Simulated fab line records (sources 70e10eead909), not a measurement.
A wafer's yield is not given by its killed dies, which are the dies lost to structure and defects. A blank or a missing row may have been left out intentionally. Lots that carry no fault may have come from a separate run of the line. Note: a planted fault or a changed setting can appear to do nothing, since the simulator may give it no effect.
Code-filled problem report in 8D (eight disciplines) form || flow nand harc || the parts of the form that need people (team, actions taken, sign-off) are left out

1. WHAT IS WRONG
At NHARC_A_CHANNEL_HOLE_D1_INSPECT_40, raw defect count averages 425 over 4 wafers from 2 lots, while fault-free wafers read 62, standard deviation 17. Measured from the usual mean, that is +21 standard deviations.
Earliest sighting: wafer L574.3 on defect inspect-02 at day 10 23:29. Wafers with a number at this step in the record: 36, from 12 lots. Rule for "out" (also "out of limits"): further than 4 standard deviations from the usual mean. All remaining wafers that have a number are taken as sound.

2. WHAT IT IS, WHAT IT ISN'T
{"question": "which readings at this step", "is": "raw defect count", "is not": "-"}
{"question": "which lots", "is": "L574, L577", "is not": "L565, L566, L567, L569, L578, L581, L582, L583, L584, L588"}
{"question": "which wafers of those lots", "is": "L574.3, L574.6, L577.2, L577.4", "is not": "L574.5, L577.6"}
{"question": "read on which gauges", "is": "defect inspect-02", "is not": "defect inspect-01"}
{"question": "when", "is": "from day 10 23:29", "is not": "up to then (13 sound wafers); but 19 sound wafers of L577, L578, L581, L582, L583, L584, L588 came after"}

3. SUSPECTS, AND WHAT RULES EACH OUT
Counting: if a tool at a process step up to the reading ran every lot that is out, it stays a suspect. Sound lots after the first of them don't rule it out here, since some wafers of a struck lot are sound.
- the gauge at NHARC_A_CHANNEL_HOLE_D1_INSPECT_40: kept. All the wafers that are out were read on defect inspect-02, and no step on other tools shows them out.
- har etch-02 at NHARC_A_CHANNEL_HOLE_D1_ETCH_25 (etches the open film in C4F8/O2/Ar, time 1040.2 s, target depth 1500 nm): kept. It ran every lot that is out, first L574 (day 10 21:07); its last sound lot up to then is L567 (day 9 01:35).
- Within har etch-02 at NHARC_A_CHANNEL_HOLE_D1_ETCH_25: the wafers that are out ran in chamber 0; their sound lot-mates ran in chamber 1.
Left after counting: har etch-02 at NHARC_A_CHANNEL_HOLE_D1_ETCH_25, defect inspect-02 at NHARC_A_CHANNEL_HOLE_D1_INSPECT_40.

4. THE CAUSE (what the simulator had put in)
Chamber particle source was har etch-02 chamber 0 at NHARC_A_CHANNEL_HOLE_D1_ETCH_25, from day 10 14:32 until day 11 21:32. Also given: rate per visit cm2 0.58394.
After counting, 2 suspects remain, this tool included.

5. SEQUENCE OF EFFECTS, ordered by route
One row per reading whose mean, taken over the struck wafers that have a number, lies over 3 standard deviations from the usual. Scope: only readings with a usual standard deviation given in the record; hours: median across lots of the time from each lot's start at the first step in this table that gives one to its start at this step; sigmas: change in usual standard deviations.
{"hours": 0, "step": "NHARC_A_CHANNEL_HOLE_D1_INSPECT_40", "reading": "raw defect count", "usual": 62, "on struck wafers": 425, "change": "+363", "sigmas": "+21"}
Later measuring or inspecting steps at which every struck wafer that the step has a row for has a number for every such reading, and none has moved that far: NHARC_END_SORT_01.

6. WHAT WOULD HAVE CAUGHT IT SOONER
Counted from the fault's start at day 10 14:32, it took 9 hours until the first out-of-limits reading at a measuring or inspecting step in this record, taken at day 10 23:29.
Tool readings at NHARC_A_CHANNEL_HOLE_D1_ETCH_25 with a usual standard deviation given in the record: none out on any struck wafer, hence no alarm at a limit of 4 standard deviations on them.
Of the lots that are out (2), L577 began NHARC_A_CHANNEL_HOLE_D1_ETCH_25 on har etch-02 after day 10 23:29. Putting the tool on hold at that point would have spared it.
